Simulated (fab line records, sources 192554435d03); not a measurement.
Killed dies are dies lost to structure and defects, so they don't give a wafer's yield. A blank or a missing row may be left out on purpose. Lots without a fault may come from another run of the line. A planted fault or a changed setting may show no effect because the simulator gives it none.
Chamber matching | flow n5_finfet | N5_GATE_CUT_STRIP_41 on rie_diel-02: 4 sister chambers
The step strips in CF4. 8 wafers are shown with their chamber, then 12 later ones without.

WAFERS WITH THEIR CHAMBER
wafer  | chamber | drypump_motor_current_A (A) | throttle_valve_pct (%)
L092.2 | 1       | 5.4                         | 13.26
L092.3 | 0       | 5.9                         | 13.07
L094.1 | 0       | 5.9                         | 13.05
L094.2 | 2       | 5.2                         | 13.71
L094.3 | 3       | 5.7                         | 13.69
L094.4 | 1       | 5.4                         | 13.26
L094.5 | 2       | 5.2                         | 13.72
L094.6 | 3       | 5.8                         | 13.70

WAFERS WITHOUT THEIR CHAMBER
wafer  | drypump_motor_current_A (A) | throttle_valve_pct (%)
L095.1 | 5.4                         | 13.27
L095.2 | 5.2                         | 13.73
L095.3 | 5.8                         | 13.70
L095.4 | 5.9                         | 13.07
L095.5 | 5.8                         | 13.71
L095.6 | 5.9                         | 13.08
L096.2 | 5.9                         | 13.07
L096.4 | 5.4                         | 13.27
L096.6 | 5.4                         | 13.27
L097.3 | 5.4                         | 13.28
L097.4 | 5.9                         | 13.08
L097.5 | 5.4                         | 13.28

WHICH CHAMBER EACH WENT THROUGH
wafer  | from the rows above | in truth
L095.1 | 1                   | 1
L095.2 | 2                   | 2
L095.3 | 3                   | 3
L095.4 | 0                   | 0
L095.5 | 3                   | 3
L095.6 | 0                   | 0
L096.2 | 0                   | 0
L096.4 | 1                   | 1
L096.6 | 1                   | 1
L097.3 | 1                   | 1
L097.4 | 0                   | 0
L097.5 | 1                   | 1
Placed correctly: 12 of 12. Can't be placed from these rows: 0. Placed wrongly: 0.
How it was worked out, from the rows above alone: a wafer's distance from a chamber is the root of the sum, over the readings, of the square of ((its reading less the chamber's mean) divided by the reading's scatter). The wafer belongs to the nearest chamber; if the next one is less than 2 further off, it can't be placed. A chamber's mean is the mean of its shown wafers. The scatter: the root of (the sum of the squares of (reading less its chamber's mean) over the shown wafers, divided by (wafers less chambers)).
